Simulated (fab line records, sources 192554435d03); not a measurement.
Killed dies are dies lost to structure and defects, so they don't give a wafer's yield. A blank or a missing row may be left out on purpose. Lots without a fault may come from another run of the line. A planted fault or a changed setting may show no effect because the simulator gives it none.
fab line records | flow n5_finfet | part 2 of 2: steps 22 to 32 of 32
record lots=5 wafers=15 last_day=16
route steps=1938 shown HKMG_FIN@402
lots that met no fault: from a run of the same line without faults
start_h: hours from the record's first day to the start of the lot's first wafer shown | wait_h: hours since the lot's step before | " the same as in the row above | L1.1+2: a row that stands for several wafers | - no value, or no start given | * or withheld: withheld | < > ~ a bound
route shown NAME@n: a module of which the file shows steps, and the number in the route of the first | usual: mean/standard deviation of fault-free wafers | same: alike in all rows | chamber/n: place in a boat | sites: the reading at each site | _std_site: their standard deviation | _edge_site: outer sites' mean less inner sites' | radius_mm: how far each site lies from the wafer's centre | mask NAME#n: copy n | behind: the tool/chamber that last shaped the wafer | hold: why the lot was held/for how many hours/how that ended | device: the transistor (n, p or np) that didn't switch | end of line: the same wafers' tests at the end of the route | a step without rows: its recipe alone | killed: dies lost to structure and defects at the first sort, not the wafer's yield | map: a wafer's dies, x killed, . not, _ none there
set.NAME: the setting as run; set.NAME@STEP: as run at that earlier step | model.NAME: the simulator's own value behind a step, which no gauge read
lots at some steps of the route; a table a step, a row a wafer
services: from which hour (start_h, from the record's first day; less than 0 if before it) a tool's chamber was out of use, for how many hours, and why
## steps
# step N5_HKMG_FIN_COAT_30
# recipe resist=SiARC temp_c=220 time_s=60 spin_rpm=1500 resist_thk_nm=35
# usual plate_temp_C=219.96/0.17
# columns lot.wafer tool chamber start_h wait_h plate_temp_C
L074.2 litho_track-03 0 - - 220.04
L074.4 " 0 " " 220.32
L074.5 " 0 " " 220.20
L075.1 litho_track-03 0 - - 219.75
L075.3 " 0 " " 219.63
L075.5 " 0 " " 219.71
L081.2 litho_track-03 0 - - 220.03
L081.5 " 0 " " 220.10
L081.6 " 0 " " 220.08
L083.1 litho_track-04 0 - - 219.77
L083.3 " 0 " " 220.10
L083.5 " 0 " " 220.01
L087.3 litho_track-02 0 - - 219.92
L087.4 " 0 " " 219.78
L087.6 " 0 " " 220.14
# step N5_HKMG_FIN_COAT_06
# recipe resist=CAR-ArF spin_rpm=1500 resist_thk_nm=90
# columns lot.wafer tool chamber start_h wait_h
L074.2+4+5 litho_track-03 0 - -
L075.1+3+5 litho_track-03 0 - -
L081.2+5+6 litho_track-03 0 - -
L083.1+3+5 litho_track-04 0 - -
L087.3+4+6 litho_track-02 0 - -
# step N5_HKMG_FIN_EBR_08
# recipe solvent=PGMEA ebr_width_mm=1.5
# columns lot.wafer tool chamber start_h wait_h
L074.2+4+5 litho_track-03 0 - -
L075.1+3+5 litho_track-03 0 - -
L081.2+5+6 litho_track-03 0 - -
L083.1+3+5 litho_track-04 0 - -
L087.3+4+6 litho_track-02 0 - -
# step N5_HKMG_FIN_SOFTBAKE_07
# recipe temp_c=110 time_s=60 resist=CAR-ArF
# usual plate_temp_C=109.95/0.13
# columns lot.wafer tool chamber start_h wait_h plate_temp_C
L074.2 litho_track-03 0 - - 109.87
L074.4 " 0 " " 109.80
L074.5 " 0 " " 109.78
L075.1 litho_track-03 0 - - 110.06
L075.3 " 0 " " 110.04
L075.5 " 0 " " 110.05
L081.2 litho_track-03 0 - - 110.16
L081.5 " 0 " " 110.04
L081.6 " 0 " " 110.17
L083.1 litho_track-04 0 - - 109.96
L083.3 " 0 " " 109.95
L083.5 " 0 " " 109.82
L087.3 litho_track-02 0 - - 109.93
L087.4 " 0 " " 109.89
L087.6 " 0 " " 109.96
# step N5_HKMG_FIN_EXPOSE_09
# recipe mask_id=NWFM na=1.35 source_shape=conventional sigma_outer=0.8 polarization=unpolarized dose_mj=39.25
# usual exposure_dose_mJ_cm2=39.25/0.043 focus_offset_nm=0.0/0.45 stage_vel_mm_s=500.00/0.24
# same sigma_outer=0.8
# columns lot.wafer tool chamber start_h wait_h mask exposure_dose_mJ_cm2 focus_offset_nm stage_vel_mm_s
L074.2 arfi_scanner-02 0 77.90 - NWFM#0 39.28 0.3 499.84
L074.4 " 0 " " NWFM#0 39.26 0.6 499.98
L074.5 " 0 " " NWFM#0 39.21 0.3 499.77
L075.1 arfi_scanner-02 0 88.95 - NWFM#0 39.22 0.8 499.76
L075.3 " 0 " " NWFM#0 39.20 0.8 500.15
L075.5 " 0 " " NWFM#0 39.21 0.1 500.28
L081.2 arfi_scanner-02 0 121.11 - NWFM#0 39.23 0.0 500.00
L081.5 " 0 " " NWFM#0 39.30 -0.7 499.70
L081.6 " 0 " " NWFM#0 39.24 -0.8 499.68
L083.1 arfi_scanner-02 0 133.31 - NWFM#0 39.25 -0.4 499.76
L083.3 " 0 " " NWFM#0 39.21 0.2 499.71
L083.5 " 0 " " NWFM#0 39.20 0.1 499.97
L087.3 arfi_scanner-01 0 156.09 - NWFM#0 39.28 0.6 500.11
L087.4 " 0 " " NWFM#0 39.23 0.3 500.25
L087.6 " 0 " " NWFM#0 39.26 0.2 500.34
# step N5_HKMG_FIN_PEB_10
# recipe peb_temp_c=withheld peb_time_s=60 resist=CAR-ArF
# columns lot.wafer tool chamber start_h wait_h
L074.2+4+5 litho_track-02 0 77.95 0.0
L075.1+3+5 litho_track-02 0 89.01 0.1
L081.2+5+6 litho_track-04 0 121.16 0.0
L083.1+3+5 litho_track-04 0 133.37 0.1
L087.3+4+6 litho_track-02 0 156.14 0.0
# step N5_HKMG_FIN_DEVELOP_11
# recipe develop_time_s=30 developer=TMAH resist=CAR-ArF dev_temp_c=23 rinse_liquid=diw dry=air_spin
# columns lot.wafer tool chamber start_h wait_h
L074.2+4+5 litho_track-02 0 - -
L075.1+3+5 litho_track-02 0 - -
L081.2+5+6 litho_track-04 0 - -
L083.1+3+5 litho_track-04 0 - -
L087.3+4+6 litho_track-02 0 - -
# step N5_HKMG_FIN_CD_MEAS_12
# recipe target_cd_nm=92.8 landing_energy_ev=500 detector=se_inlens
# usual cd_nm=92.4/0.69
# columns lot.wafer tool chamber start_h wait_h cd_nm
L074.2 cd_sem-01 0 78.02 - 92.2
L074.4 " 0 " " 93.3
L074.5 " 0 " " 92.2
L075.1 cd_sem-02 0 89.07 - 92.4
L075.3 " 0 " " 91.8
L075.5 " 0 " " 92.8
L081.2 cd_sem-02 0 121.23 - 93.2
L081.5 " 0 " " 94.0
L081.6 " 0 " " 93.6
L083.1 cd_sem-02 0 133.44 - 91.5
L083.3 " 0 " " 92.8
L083.5 " 0 " " 93.0
L087.3 cd_sem-02 0 156.20 - 91.8
L087.4 " 0 " " 92.6
L087.6 " 0 " " 92.4
# step N5_HKMG_FIN_OVL_MEAS_13
# recipe points_per_wafer=44
# usual NWFM_OVL=-0.3/0.78
# columns lot.wafer tool chamber start_h wait_h NWFM_OVL[nm]
L074.2 overlay-01 0 78.05 0.0 -1.2
L074.4 " 0 " " -0.5
L074.5 " 0 " " 0.2
L075.1 overlay-01 0 89.10 0.0 -1.6
L075.3 " 0 " " -0.5
L075.5 " 0 " " -0.3
L081.2 overlay-02 0 121.26 0.0 -0.6
L081.5 " 0 " " 0.5
L081.6 " 0 " " -1.1
L083.1 overlay-01 0 133.47 0.0 0.7
L083.3 " 0 " " 1.7
L083.5 " 0 " " 0.8
L087.3 overlay-01 0 156.23 0.0 -0.8
L087.4 " 0 " " 0.4
L087.6 " 0 " " -0.9
# step N5_HKMG_FIN_INSPECT_14
# recipe mode=adi inspect_instrument=macro
# usual raw_defect_count=1.9/1.3
# columns lot.wafer tool chamber start_h wait_h raw_defect_count
L074.2 defect_inspect-02 - 78.07 0.0 4
L074.4 " - " " 4
L074.5 " - " " 5
L075.1 defect_inspect-01 - 89.13 0.0 4
L075.3 " - " " 1
L075.5 " - " " 2
L081.2 defect_inspect-02 - 121.28 0.0 2
L081.5 " - " " 2
L081.6 " - " " 3
L083.1 defect_inspect-02 - 133.49 0.0 3
L083.3 " - " " 2
L083.5 " - " " 4
L087.3 defect_inspect-02 - 156.26 0.0 0
L087.4 " - " " 1
L087.6 " - " " 0
# step N5_HKMG_FIN_DESCUM_17
# recipe chemistry=O2 time_s=7.9 source_power_w=50 bias_power_w=20 pressure_mtorr=20 rf_frequency_hz=2.712e+07 temp_c=40 resist=CAR-ArF o2_flow_sccm=225
# usual drypump_motor_current_A=5.9/0.49 oes_product_au=0.77/0.1 rf_vpp_V=242.8/1.4 showerhead_plenum_p_Torr=2.07/0.065 throttle_valve_pct=20.47/0.29
# columns lot.wafer tool chamber start_h wait_h drypump_motor_current_A oes_product_au rf_hours_counter_h rf_vpp_V showerhead_plenum_p_Torr throttle_valve_pct
L074.2 rie_diel-01 2 78.10 0.0 6.6 0.79 118 241.6 2.03 20.88
L074.4 " 0 " " 6.4 0.74 - 244.5 2.17 20.61
L074.5 " 1 " " 5.8 0.67 - 243.2 2.05 20.86
L075.1 rie_diel-04 2 89.16 0.0 5.6 0.74 164 240.4 2.02 20.76
L075.3 " 1 " " 6.4 0.68 222 244.0 2.16 20.43
L075.5 " 3 " " 5.2 0.73 - 241.8 1.99 20.26
L081.2 rie_diel-04 1 121.52 0.2 6.4 0.68 235 245.5 2.15 20.46
L081.5 " 3 " " 5.2 0.71 - 242.6 1.99 20.28
L081.6 " 0 " " 6.0 0.77 - 243.0 2.12 20.87
L083.1 rie_diel-04 0 133.53 0.0 6.0 0.77 114 243.0 2.12 20.89
L083.3 " 3 " " 5.2 0.71 217 241.7 1.98 20.29
L083.5 " 1 " " 6.4 0.68 - 244.0 2.15 20.45
L087.3 rie_diel-01 3 156.29 0.0 5.9 0.94 25 242.8 2.06 20.01
L087.4 " 1 " " 5.8 0.92 18 243.2 2.05 20.42
L087.6 " 0 " " 6.4 0.71 - 244.1 2.16 20.64
## services
# columns tool chamber start_h hours kind
rie_diel-01 3 67.27 - clean
rie_diel-01 3 67.27 - consumable_replace:focus_ring
rie_diel-01 3 67.27 21.9 scheduled_down
rie_diel-01 3 67.27 21.9 vent_cycle
thermal_cvd_si-02 1 80.29 16.4 repair
arfi_scanner-01 - 83.87 3.1 pm
rtp_anneal-01 - 86.69 93.9 pm
rie_diel-03 3 86.91 5.4 repair
arfi_scanner-01 0 88.44 - calibration
rie_diel-01 1 89.16 - clean
rie_diel-01 1 89.16 - consumable_replace:focus_ring
rie_diel-01 1 89.16 14.5 scheduled_down
rie_diel-01 1 89.16 14.5 vent_cycle
arfi_scanner-02 - 92.66 1.0 pm
ald_metal-03 3 94.58 - calibration
arfi_scanner-02 - 97.12 1.3 pm
rie_diel-01 0 100.51 13.7 repair
thermal_cvd_si-01 0 104.11 17.0 repair
rie_diel-04 2 110.41 45.9 repair
rie_diel-04 - 115.75 0.4 repair
arfi_scanner-01 - 116.81 1.3 pm
arfi_scanner-02 - 124.81 0.8 pm
plasma_asher-02 - 140.98 21.8 repair
arfi_scanner-02 0 145.59 - calibration
